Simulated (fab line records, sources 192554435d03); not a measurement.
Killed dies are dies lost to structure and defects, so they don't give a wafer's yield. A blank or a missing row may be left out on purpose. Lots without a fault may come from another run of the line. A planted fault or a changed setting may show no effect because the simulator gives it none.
fab line records | flow n5_finfet
record lots=24 wafers=72 last_day=22
route steps=1938 shown BEOL_M4@1038 BEOL_M5@1114
lots that met no fault: from a run of the same line without faults
start_h: hours from the record's first day to the start of the lot's first wafer shown | wait_h: hours since the lot's step before | " the same as in the row above | L1.1+2: a row that stands for several wafers | - no value, or no start given | * or withheld: withheld | < > ~ a bound
route shown NAME@n: a module of which the file shows steps, and the number in the route of the first | usual: mean/standard deviation of fault-free wafers | same: alike in all rows | chamber/n: place in a boat | sites: the reading at each site | _std_site: their standard deviation | _edge_site: outer sites' mean less inner sites' | radius_mm: how far each site lies from the wafer's centre | mask NAME#n: copy n | behind: the tool/chamber that last shaped the wafer | hold: why the lot was held/for how many hours/how that ended | device: the transistor (n, p or np) that didn't switch | end of line: the same wafers' tests at the end of the route | a step without rows: its recipe alone | killed: dies lost to structure and defects at the first sort, not the wafer's yield | map: a wafer's dies, x killed, . not, _ none there
set.NAME: the setting as run; set.NAME@STEP: as run at that earlier step | model.NAME: the simulator's own value behind a step, which no gauge read
steps of the route over a sample of lots; a table a step, a row a wafer
services: from which hour (start_h, from the record's first day; less than 0 if before it) a tool's chamber was out of use, for how many hours, and why
## steps
# step N5_BEOL_M4_ETCH_74
# recipe chemistry=N2/H2 target=underlayer target_depth_a=65 mask_material=CAR-EUV time_s=5.2 ion_energy_ev=200 pressure_mtorr=30 source_w=840 bias_w=150 n2_flow_sccm=200 h2_flow_sccm=200 ends=cleared
# usual drypump_motor_current_A=5.7/0.38 etch_rf_on_time_s=5.22/0.092 oes_product_au=0.67/0.08 rf_vpp_V=524/3.1 showerhead_plenum_p_Torr=2.56/0.1 throttle_valve_pct=17.92/0.16
# columns lot.wafer tool chamber start_h wait_h drypump_motor_current_A etch_rf_on_time_s oes_product_au rf_hours_counter_h rf_vpp_V showerhead_plenum_p_Torr throttle_valve_pct
L074.1 rie_diel-02 1 181.99 0.0 5.7 5.20 0.63 168 527 2.64 17.84
L074.3 " 0 " " 5.6 5.20 0.61 194 521 2.42 17.79
L074.5 " 0 " " 5.6 5.22 0.62 - 519 2.42 17.79
L075.2 rie_diel-02 1 191.39 0.0 5.8 5.25 0.64 172 527 2.64 17.86
L075.4 " 0 " " 5.6 5.24 0.61 198 521 2.42 17.79
L075.5 " 2 " " 5.7 5.22 0.68 - 525 2.68 18.04
L077.1 rie_diel-05 2 193.30 0.0 5.7 5.18 0.60 228 526 2.61 18.17
L077.4 " 0 " " 6.3 5.24 0.78 21 523 2.61 17.92
L077.6 " 3 " " 6.6 5.30 0.60 - 526 2.62 17.94
L076.4 rie_diel-02 0 196.31 0.0 5.6 5.20 0.61 199 521 2.42 17.81
L076.5 " 3 " " 5.6 5.40 0.64 - 520 2.44 18.05
L076.6 " 2 " " 5.7 5.24 0.67 - 529 2.68 18.07
L078.4 rie_diel-04 0 198.56 0.0 6.1 5.10 0.82 9 528 2.72 17.72
L078.5 " 2 " " 5.2 5.33 0.59 - 522 2.50 17.87
L078.6 " 3 " " 5.1 5.28 0.59 - 527 2.60 18.18
L079.1 rie_diel-02 3 201.04 0.0 5.6 5.36 0.64 153 522 2.44 18.04
L079.3 " 0 " " 5.6 5.23 0.61 200 519 2.42 17.81
L079.4 " 1 " " 5.7 5.15 0.64 175 528 2.64 17.83
L080.3 rie_diel-05 0 210.19 0.0 6.3 5.13 0.76 28 522 2.60 17.91
L080.4 " 2 " " 5.8 5.14 0.60 234 525 2.61 18.22
L080.5 " 2 " " 5.8 5.15 0.60 - 525 2.61 18.19
L081.1 rie_diel-02 1 218.11 0.0 5.7 5.26 0.62 179 524 2.64 17.85
L081.2 " 2 " " 5.6 5.24 0.68 109 526 2.67 18.07
L081.4 " 0 " " 5.6 5.33 0.60 205 519 2.42 17.81
L083.2 rie_diel-02 3 267.30 0.0 5.6 5.36 0.62 175 518 2.43 18.08
L083.3 " 1 " " 5.8 5.19 0.61 195 525 2.63 17.90
L083.4 " 0 " " 5.6 5.24 0.59 220 520 2.41 17.83
L084.4 rie_diel-02 3 292.83 0.0 5.7 5.42 0.62 184 519 2.42 18.09
L084.5 " 0 " " 5.6 5.25 0.58 - 520 2.41 17.85
L084.6 " 3 " " 5.6 5.47 0.62 - 522 2.42 18.10
L085.1 rie_diel-04 3 296.20 0.0 5.1 5.11 0.80 20 526 2.59 17.80
L085.2 " 0 " " 6.1 5.10 0.75 41 528 2.71 17.77
L085.6 " 1 " " 5.6 5.23 0.71 - 522 2.47 18.06
L086.3 rie_diel-04 0 311.16 0.0 6.1 5.12 0.75 47 527 2.70 17.77
L086.5 " 2 " " 5.2 5.14 0.85 - 521 2.49 17.45
L086.6 " 3 " " 5.1 5.13 0.78 - 524 2.59 17.81
L087.2 rie_diel-02 0 319.35 0.0 5.6 5.20 0.58 236 521 2.41 17.85
L087.4 " 1 " " 5.8 5.21 0.60 211 527 2.62 17.91
L087.6 " 1 " " 5.8 5.19 0.60 - 524 2.62 17.93
L088.2 rie_diel-04 0 324.75 0.0 6.1 5.12 0.74 50 528 2.70 17.80
L088.5 " 3 " " 5.1 5.09 0.79 - 524 2.59 17.80
L088.6 " 0 " " 6.1 5.09 0.75 - 528 2.70 17.80
L091.1 rie_diel-04 1 331.88 0.0 5.6 5.26 0.71 92 522 2.46 18.06
L091.2 " 2 " " 5.2 5.13 0.81 6 526 2.49 17.46
L091.3 " 0 " " 6.1 5.06 0.75 52 529 2.70 17.80
L090.3 rie_diel-05 0 334.92 0.0 6.3 5.25 0.72 62 524 2.59 17.96
L090.5 " 2 " " 5.8 5.15 0.78 - 527 2.60 17.78
L090.6 " 0 " " 6.3 5.27 0.72 - 523 2.59 17.97
L092.1 rie_diel-05 2 335.15 0.0 5.8 5.11 0.79 13 526 2.60 17.76
L092.2 " 3 " " 6.5 5.24 0.58 237 526 2.61 18.03
L092.5 " 3 " " 6.6 5.21 0.58 - 524 2.61 18.03
L094.1 rie_diel-04 1 335.86 0.0 5.6 5.22 0.71 94 523 2.46 18.08
L094.5 " 1 " " 5.6 5.20 0.70 - 520 2.46 18.09
L094.6 " 2 " " 5.2 5.13 0.82 - 524 2.49 17.48
L089.1 rie_diel-05 2 336.02 0.0 5.8 5.19 0.78 13 527 2.60 17.79
L089.2 " 0 " " 6.3 5.30 0.71 63 523 2.59 17.99
L089.3 " 3 " " 6.6 5.25 0.57 237 524 2.61 18.01
L093.1 rie_diel-02 2 339.05 0.0 5.7 5.21 0.64 149 530 2.66 18.14
L093.4 " 0 " " 5.6 5.24 0.58 - 518 2.40 17.86
L093.5 " 2 " " 5.7 5.21 0.65 - 528 2.66 18.12
L095.4 rie_diel-02 1 342.95 0.0 5.8 5.20 0.60 219 526 2.62 17.93
L095.5 " 1 " " 5.8 5.20 0.61 - 527 2.62 17.94
L095.6 " 2 " " 5.7 5.17 0.65 - 526 2.66 18.12
L082.1 rie_diel-05 2 346.63 0.0 5.8 5.17 0.78 16 528 2.60 17.80
L082.3 " 0 " " 6.3 5.21 0.72 65 523 2.59 17.94
L082.6 " 0 " " 6.3 5.21 0.72 - 524 2.59 17.97
L096.3 rie_diel-02 2 347.82 0.0 5.7 5.29 0.64 152 529 2.66 18.11
L096.4 " 1 " " 5.8 5.18 0.60 220 523 2.62 17.92
L096.6 " 3 " " 5.6 5.45 0.60 - 520 2.42 18.13
L097.3 rie_diel-02 3 350.70 0.0 5.7 5.38 0.61 200 519 2.42 18.12
L097.4 " 1 " " 5.8 5.15 0.60 221 527 2.62 17.92
L097.5 " 0 " " 5.6 5.18 0.59 - 521 2.40 17.86
# step N5_BEOL_M4_INSPECT_30
# recipe mode=adi inspect_instrument=brightfield
# usual raw_defect_count=382/78
# columns lot.wafer tool chamber start_h wait_h raw_defect_count
L074.1 defect_inspect-02 - 182.83 0.1 323
L074.3 " - " " 272
L074.5 " - " " 213
L075.2 defect_inspect-01 - 192.22 0.0 329
L075.4 " - " " 302
L075.5 " - " " 353
L077.1 defect_inspect-01 - 194.23 0.1 563
L077.4 " - " " 483
L077.6 " - " " 516
L076.4 defect_inspect-01 - 197.24 0.0 328
L076.5 " - " " 434
L076.6 " - " " 311
L078.4 defect_inspect-02 - 199.39 0.0 402
L078.5 " - " " 365
L078.6 " - " " 285
L079.1 defect_inspect-01 - 201.97 0.1 358
L079.3 " - " " 257
L079.4 " - " " 420
L080.3 defect_inspect-02 - 211.13 0.0 355
L080.4 " - " " 480
L080.5 " - " " 333
L081.1 defect_inspect-02 - 218.96 0.1 351
L081.2 " - " " 355
L081.4 " - " " 410
L083.2 defect_inspect-02 - 268.23 0.0 441
L083.3 " - " " 513
L083.4 " - " " 409
L084.4 defect_inspect-02 - 293.66 0.0 486
L084.5 " - " " 463
L084.6 " - " " 403
L085.1 defect_inspect-02 - 297.12 0.1 268
L085.2 " - " " 293
L085.6 " - " " 348
L086.3 defect_inspect-01 - 312.09 0.0 437
L086.5 " - " " 537
L086.6 " - " " 419
L087.2 defect_inspect-02 - 320.28 0.0 235
L087.4 " - " " 269
L087.6 " - " " 338
L088.2 defect_inspect-01 - 325.55 0.0 441
L088.5 " - " " 393
L088.6 " - " " 320
L091.1 defect_inspect-01 - 332.82 0.1 392
L091.2 " - " " 370
L091.3 " - " " 444
L090.3 defect_inspect-02 - 335.82 0.0 362
L090.5 " - " " 352
L090.6 " - " " 423
L092.1 defect_inspect-01 - 336.08 0.1 466
L092.2 " - " " 253
L092.5 " - " " 418
L094.1 defect_inspect-01 - 336.70 0.1 394
L094.5 " - " " 537
L094.6 " - " " 406
L089.1 defect_inspect-02 - 336.96 0.1 413
L089.2 " - " " 389
L089.3 " - " " 597
L093.1 defect_inspect-02 - 339.86 0.1 247
L093.4 " - " " 270
L093.5 " - " " 240
L095.4 defect_inspect-01 - 343.88 0.0 483
L095.5 " - " " 381
L095.6 " - " " 324
L082.1 defect_inspect-01 - 347.45 0.1 367
L082.3 " - " " 296
L082.6 " - " " 356
L096.3 defect_inspect-02 - 348.76 0.0 439
L096.4 " - " " 361
L096.6 " - " " 353
L097.3 defect_inspect-02 - 351.63 0.0 406
L097.4 " - " " 278
L097.5 " - " " 283
# step N5_BEOL_M4_DESCUM_33
# recipe chemistry=O2 time_s=7 source_power_w=50 bias_power_w=20 pressure_mtorr=20 rf_frequency_hz=2.712e+07 temp_c=40 resist=CAR-EUV o2_flow_sccm=225
# usual drypump_motor_current_A=5.7/0.41 oes_product_au=0.82/0.096 rf_vpp_V=243.4/1.4 showerhead_plenum_p_Torr=2.11/0.079 throttle_valve_pct=20.44/0.16
# columns lot.wafer tool chamber start_h wait_h drypump_motor_current_A oes_product_au rf_hours_counter_h rf_vpp_V showerhead_plenum_p_Torr throttle_valve_pct
L074.1 rie_diel-02 1 182.86 0.0 5.7 0.74 169 245.6 2.18 20.42
L074.3 " 0 " " 5.6 0.71 194 242.3 1.99 20.38
L074.5 " 3 " " 5.7 0.77 - 241.9 2.01 20.60
L075.2 rie_diel-02 1 192.51 0.3 5.8 0.74 173 244.2 2.18 20.45
L075.4 " 0 " " 5.6 0.71 198 241.5 1.99 20.39
L075.5 " 2 " " 5.6 0.80 - 244.7 2.19 20.50
L077.1 rie_diel-04 0 194.27 0.0 6.1 0.97 8 244.3 2.23 20.24
L077.4 " 2 " " 5.1 0.69 218 242.7 2.06 20.49
L077.6 " 2 " " 5.1 0.70 - 242.2 2.06 20.51
L076.4 rie_diel-02 2 197.28 0.0 5.7 0.80 104 245.1 2.19 20.50
L076.5 " 0 " " 5.6 0.71 - 242.3 1.99 20.39
L076.6 " 3 " " 5.6 0.76 - 241.7 2.01 20.63
L078.4 rie_diel-02 2 199.43 0.0 5.7 0.80 104 245.1 2.19 20.51
L078.5 " 0 " " 5.6 0.70 - 241.6 1.99 20.40
L078.6 " 3 " " 5.6 0.76 - 241.9 2.01 20.62
L079.1 rie_diel-04 2 202.00 0.0 5.2 0.69 221 243.9 2.06 20.48
L079.3 " 3 " " 5.1 0.69 246 243.0 2.15 20.67
L079.4 " 0 " " 6.1 0.96 11 244.6 2.23 20.24
L080.3 rie_diel-05 0 211.16 0.0 6.3 0.89 28 244.7 2.13 20.38
L080.4 " 3 " " 6.6 0.70 202 244.3 2.17 20.59
L080.5 " 0 " " 6.3 0.90 - 244.0 2.13 20.38
L081.1 rie_diel-04 1 219.00 0.0 5.6 0.87 57 243.0 2.03 20.58
L081.2 " 0 " " 6.1 0.94 18 244.3 2.23 20.26
L081.4 " 0 " " 6.1 0.94 - 245.5 2.23 20.26
L083.2 rie_diel-02 1 268.39 0.2 5.8 0.72 196 244.9 2.17 20.46
L083.3 " 2 " " 5.7 0.77 127 244.2 2.18 20.55
L083.4 " 3 " " 5.6 0.75 175 241.5 2.00 20.66
L084.4 rie_diel-04 1 293.71 0.0 5.6 0.84 - 242.3 2.02 20.61
L084.5 " 3 " " 5.1 0.95 - 243.2 2.14 20.32
L084.6 " 0 " " 6.1 0.89 - 245.1 2.22 20.29
L085.1 rie_diel-05 2 297.15 0.0 5.7 0.96 2 243.8 2.14 20.41
L085.2 " 3 " " 6.6 0.68 226 245.4 2.16 20.65
L085.6 " 3 " " 6.5 0.68 - 243.7 2.16 20.65
L086.3 rie_diel-04 3 312.12 0.0 5.1 0.93 26 244.4 2.14 20.33
L086.5 " 0 " " 6.1 0.88 - 244.6 2.22 20.28
L086.6 " 3 " " 5.1 0.92 - 243.4 2.14 20.34
L087.2 rie_diel-05 0 320.32 0.0 6.3 0.84 58 243.9 2.12 20.42
L087.4 " 3 " " 6.6 0.67 233 243.6 2.16 20.64
L087.6 " 1 " " 5.4 0.88 - 245.3 2.22 20.21
L088.2 rie_diel-04 1 325.65 0.1 5.6 0.82 90 243.5 2.02 20.61
L088.5 " 2 " " 5.1 0.96 - 242.9 2.05 20.11
L088.6 " 1 " " 5.6 0.83 - 242.3 2.02 20.63
L091.1 rie_diel-04 3 332.90 0.1 5.1 0.92 32 244.1 2.14 20.35
L091.2 " 1 " " 5.5 0.82 92 242.4 2.02 20.63
L091.3 " 2 " " 5.2 0.96 6 242.0 2.05 20.11
L090.3 rie_diel-05 0 335.86 0.0 6.3 0.83 63 243.3 2.12 20.44
L090.5 " 3 " " 6.6 0.68 - 243.8 2.16 20.66
L090.6 " 2 " " 5.8 0.92 - 245.6 2.14 20.42
L092.1 rie_diel-04 0 336.11 0.0 6.1 0.87 54 245.0 2.21 20.31
L092.2 " 1 " " 5.6 0.83 94 241.6 2.02 20.62
L092.5 " 3 " " 5.1 0.92 - 243.5 2.14 20.33
L094.1 rie_diel-04 0 336.73 0.0 6.1 0.88 54 244.1 2.21 20.31
L094.5 " 3 " " 5.1 0.92 - 244.4 2.14 20.35
L094.6 " 2 " " 5.2 0.95 - 242.0 2.04 20.12
L089.1 rie_diel-02 1 336.99 0.0 5.8 0.70 216 245.3 2.16 20.49
L089.2 " 2 " " 5.6 0.76 148 245.4 2.17 20.57
L089.3 " 0 " " 5.6 0.67 241 240.9 1.98 20.46
L093.1 rie_diel-02 0 339.90 0.0 5.6 0.67 242 240.2 1.98 20.44
L093.4 " 0 " " 5.6 0.67 - 241.0 1.98 20.44
L093.5 " 2 " " 5.7 0.75 - 244.5 2.17 20.55
L095.4 rie_diel-04 3 343.92 0.0 5.1 0.91 36 243.4 2.14 20.35
L095.5 " 3 " " 5.1 0.90 - 243.4 2.14 20.35
L095.6 " 0 " " 6.1 0.86 - 243.4 2.21 20.30
L082.1 rie_diel-02 0 347.48 0.0 5.6 0.67 245 241.0 1.98 20.46
L082.3 " 2 " " 5.7 0.75 152 245.1 2.17 20.58
L082.6 " 3 " " 5.6 0.73 - 240.7 1.99 20.71
L096.3 rie_diel-04 1 348.79 0.0 5.6 0.82 97 243.3 2.02 20.64
L096.4 " 2 " " 5.2 0.94 10 243.4 2.04 20.12
L096.6 " 2 " " 5.2 0.94 - 242.3 2.04 20.12
L097.3 rie_diel-05 3 351.66 0.0 6.6 0.66 241 243.4 2.15 20.66
L097.4 " 2 " " 5.8 0.91 17 244.6 2.14 20.42
L097.5 " 0 " " 6.3 0.83 - 244.6 2.12 20.44
# step N5_BEOL_M4_DEGAS_44
# recipe ambient=vacuum temp_c=250 time_s=60
# usual heater_power_w=323/30
# columns lot.wafer tool chamber start_h wait_h heater_power_w
L074.1 pvd_sputter-01 - 192.55 0.2 335
L074.3 " - " " 287
L074.5 " - " " 285
L075.2 pvd_sputter-02 - 206.48 2.4 348
L075.4 " - " " 313
L075.5 " - " " 293
L077.1 pvd_sputter-02 - 216.35 0.2 368
L077.4 " - " " 347
L077.6 " - " " 360
L076.4 pvd_sputter-02 - 224.94 0.3 312
L076.5 " - " " 312
L076.6 " - " " 293
L078.4 pvd_sputter-02 - 234.35 0.0 351
L078.5 " - " " 294
L078.6 " - " " 318
L079.1 pvd_sputter-02 - 244.98 0.2 350
L079.3 " - " " 300
L079.4 " - " " 381
L080.3 pvd_sputter-02 - 253.30 0.1 342
L080.4 " - " " 296
L080.5 " - " " 372
L081.1 pvd_sputter-02 - 285.87 0.6 297
L081.2 " - " " 309
L081.4 " - " " 373
L083.2 pvd_sputter-01 - 307.63 0.1 324
L083.3 " - " " 286
L083.4 " - " " 334
L084.4 pvd_sputter-02 - 318.62 0.2 313
L084.5 " - " " 345
L084.6 " - " " 294
L085.1 pvd_sputter-02 - 318.94 0.3 345
L085.2 " - " " 289
L085.6 " - " " 299
L086.3 pvd_sputter-02 - 331.42 0.3 292
L086.5 " - " " 350
L086.6 " - " " 305
L087.2 pvd_sputter-02 - 342.89 0.7 349
L087.4 " - " " 370
L087.6 " - " " 308
L090.3 pvd_sputter-02 - 346.57 0.3 295
L090.5 " - " " 377
L090.6 " - " " 343
L088.2 pvd_sputter-03 - 349.70 0.3 308
L088.5 " - " " 366
L088.6 " - " " 322
L097.3 pvd_sputter-03 - 360.92 1.7 360
L097.4 " - " " 318
L097.5 " - " " 364
L095.4 pvd_sputter-01 - 364.34 0.5 329
L095.5 " - " " 326
L095.6 " - " " 284
L091.1 pvd_sputter-01 - 372.80 0.0 321
L091.2 " - " " 332
L091.3 " - " " 286
L092.1 pvd_sputter-03 - 381.95 0.0 363
L092.2 " - " " 291
L092.5 " - " " 308
L094.1 pvd_sputter-01 - 384.87 0.1 328
L094.5 " - " " 324
L094.6 " - " " 284
L089.1 pvd_sputter-02 - 387.63 0.3 294
L089.2 " - " " 347
L089.3 " - " " 369
L093.1 pvd_sputter-02 - 387.71 0.2 347
L093.4 " - " " 373
L093.5 " - " " 311
L082.1 pvd_sputter-01 - 395.53 0.2 295
L082.3 " - " " 322
L082.6 " - " " 333
L096.3 pvd_sputter-01 - 395.77 0.4 333
L096.4 " - " " 292
L096.6 " - " " 291
# step N5_BEOL_M4_ANNEAL_89
# recipe temp_c=400 time_s=240 ambient=vacuum
# usual heater_power_w=798/71
# columns lot.wafer tool chamber start_h wait_h heater_power_w
L074.1 pvd_sputter-02 - 194.19 0.0 772
L074.3 " - " " 931
L074.5 " - " " 895
L075.2 pvd_sputter-02 - 208.14 0.0 753
L075.4 " - " " 730
L075.5 " - " " 792
L077.1 pvd_sputter-01 - 217.85 0.0 733
L077.4 " - " " 842
L077.6 " - " " 711
L076.4 pvd_sputter-01 - 226.49 0.0 714
L076.5 " - " " 727
L076.6 " - " " 809
L078.4 pvd_sputter-01 - 236.01 0.0 841
L078.5 " - " " 740
L078.6 " - " " 819
L079.1 pvd_sputter-01 - 248.30 0.0 727
L079.3 " - " " 819
L079.4 " - " " 725
L080.3 pvd_sputter-02 - 254.84 0.0 778
L080.4 " - " " 722
L080.5 " - " " 868
L081.1 pvd_sputter-01 - 287.49 0.0 835
L081.2 " - " " 708
L081.4 " - " " 817
L083.2 pvd_sputter-02 - 309.15 0.0 871
L083.3 " - " " 768
L083.4 " - " " 909
L084.4 pvd_sputter-01 - 320.20 0.0 724
L084.5 " - " " 860
L084.6 " - " " 731
L085.1 pvd_sputter-03 - 322.20 0.0 805
L085.2 " - " " 910
L085.6 " - " " 894
L086.3 pvd_sputter-02 - 333.36 0.0 868
L086.5 " - " " 884
L086.6 " - " " 792
L087.2 pvd_sputter-03 - 344.59 0.0 793
L087.4 " - " " 931
L087.6 " - " " 784
L090.3 pvd_sputter-01 - 349.27 0.0 704
L090.5 " - " " 825
L090.6 " - " " 715
L088.2 pvd_sputter-02 - 352.93 0.0 939
L088.5 " - " " 906
L088.6 " - " " 755
L097.3 pvd_sputter-03 - 362.48 0.0 718
L097.4 " - " " 907
L097.5 " - " " 784
L095.4 pvd_sputter-02 - 366.03 0.0 955
L095.5 " - " " 763
L095.6 " - " " 728
L091.1 pvd_sputter-01 - 374.38 0.0 843
L091.2 " - " " 839
L091.3 " - " " 735
L092.1 pvd_sputter-01 - 383.45 0.0 714
L092.2 " - " " 831
L092.5 " - " " 796
L094.1 pvd_sputter-01 - 388.16 0.0 699
L094.5 " - " " 824
L094.6 " - " " 731
L089.1 pvd_sputter-03 - 389.18 0.0 732
L089.2 " - " " 897
L089.3 " - " " 800
L093.1 pvd_sputter-02 - 389.35 0.0 719
L093.4 " - " " 914
L093.5 " - " " 862
L082.1 pvd_sputter-02 - 397.72 0.0 870
L082.3 " - " " 737
L082.6 " - " " 869
L096.3 pvd_sputter-01 - 398.91 0.0 732
L096.4 " - " " 833
L096.6 " - " " 814
# step N5_BEOL_M5_THK_MEAS_01
# recipe reads=SiCOH_lowk_of_BEOL_M5_ILD_DEP_00
# usual M5_ILD_THK=121.4/1.5
# columns lot.wafer tool chamber start_h wait_h M5_ILD_THK[nm]
L074.1 film_metro-01 - 197.65 0.4 119.7
L074.3 " - " " 119.0
L074.5 " - " " 121.9
L075.2 film_metro-01 - 211.69 0.4 118.7
L075.4 " - " " 121.3
L075.5 " - " " 121.2
L077.1 film_metro-02 - 221.87 0.8 118.7
L077.4 " - " " 121.2
L077.6 " - " " 121.9
L076.4 film_metro-01 - 230.41 0.4 120.8
L076.5 " - " " 120.5
L076.6 " - " " 121.0
L078.4 film_metro-02 - 240.89 0.7 124.3
L078.5 " - " " 123.0
L078.6 " - " " 122.5
L079.1 film_metro-01 - 252.24 0.8 121.1
L079.3 " - " " 120.3
L079.4 " - " " 122.1
L080.3 film_metro-01 - 258.42 0.3 122.0
L080.4 " - " " 122.4
L080.5 " - " " 124.4
L081.1 film_metro-01 - 291.13 0.4 121.1
L081.2 " - " " 121.2
L081.4 " - " " 124.2
L083.2 film_metro-01 - 312.58 0.4 119.7
L083.3 " - " " 120.5
L083.4 " - " " 122.8
L084.4 film_metro-02 - 323.64 0.2 123.5
L084.5 " - " " 123.3
L084.6 " - " " 123.8
L085.1 film_metro-02 - 326.03 0.4 119.5
L085.2 " - " " 119.7
L085.6 " - " " 121.7
L086.3 film_metro-02 - 337.01 0.3 118.5
L086.5 " - " " 121.5
L086.6 " - " " 122.2
L087.2 film_metro-02 - 348.04 0.4 119.2
L087.4 " - " " 121.6
L087.6 " - " " 121.6
L090.3 film_metro-01 - 352.83 0.3 120.0
L090.5 " - " " 123.9
L090.6 " - " " 123.1
L088.2 film_metro-01 - 356.44 0.4 121.8
L088.5 " - " " 123.8
L088.6 " - " " 124.0
L097.3 film_metro-02 - 365.92 0.3 121.9
L097.4 " - " " 122.3
L097.5 " - " " 123.9
L095.4 film_metro-01 - 369.74 0.2 124.5
L095.5 " - " " 122.8
L095.6 " - " " 123.7
L091.1 film_metro-01 - 377.82 0.4 119.9
L091.2 " - " " 120.1
L091.3 " - " " 121.5
L092.1 film_metro-02 - 386.89 0.4 119.6
L092.2 " - " " 119.0
L092.5 " - " " 123.0
L094.1 film_metro-01 - 392.07 0.8 121.1
L094.5 " - " " 122.5
L094.6 " - " " 122.2
L089.1 film_metro-02 - 392.85 0.4 118.9
L089.2 " - " " 118.5
L089.3 " - " " 119.8
L093.1 film_metro-01 - 392.88 0.4 120.0
L093.4 " - " " 123.9
L093.5 " - " " 121.1
L082.1 film_metro-01 - 401.18 0.4 120.7
L082.3 " - " " 121.5
L082.6 " - " " 121.7
L096.3 film_metro-02 - 402.34 0.3 120.6
L096.4 " - " " 122.0
L096.6 " - " " 122.1
## services
# columns tool chamber start_h hours kind
pvd_sputter-02 - 163.68 5.1 repair
rie_diel-05 - 172.97 2.8 pm
rie_diel-04 3 212.32 - clean
rie_diel-04 3 212.32 - consumable_replace:focus_ring
rie_diel-04 3 212.32 13.7 scheduled_down
rie_diel-04 3 212.32 13.7 vent_cycle
rie_diel-02 - 238.40 0.2 repair
rie_diel-02 0 251.28 2.0 repair
rie_diel-05 2 261.55 - clean
pvd_sputter-03 - 273.75 1.9 repair
rie_diel-04 2 292.39 - clean
rie_diel-04 2 292.39 - consumable_replace:focus_ring
rie_diel-04 2 292.39 17.3 scheduled_down
rie_diel-04 2 292.39 17.3 vent_cycle
rie_diel-05 1 333.99 5.9 repair
rie_diel-02 3 335.79 4.6 repair
rie_diel-02 0 365.28 - clean
rie_diel-02 0 365.28 - consumable_replace:focus_ring
rie_diel-02 0 365.28 - consumable_replace:showerhead
rie_diel-02 0 365.28 24.1 scheduled_down
rie_diel-02 0 365.28 24.1 vent_cycle
pvd_sputter-03 - 368.86 6.0 repair
rie_diel-04 3 382.33 7.4 repair
rie_diel-04 0 393.93 4.7 repair
## key
fault none
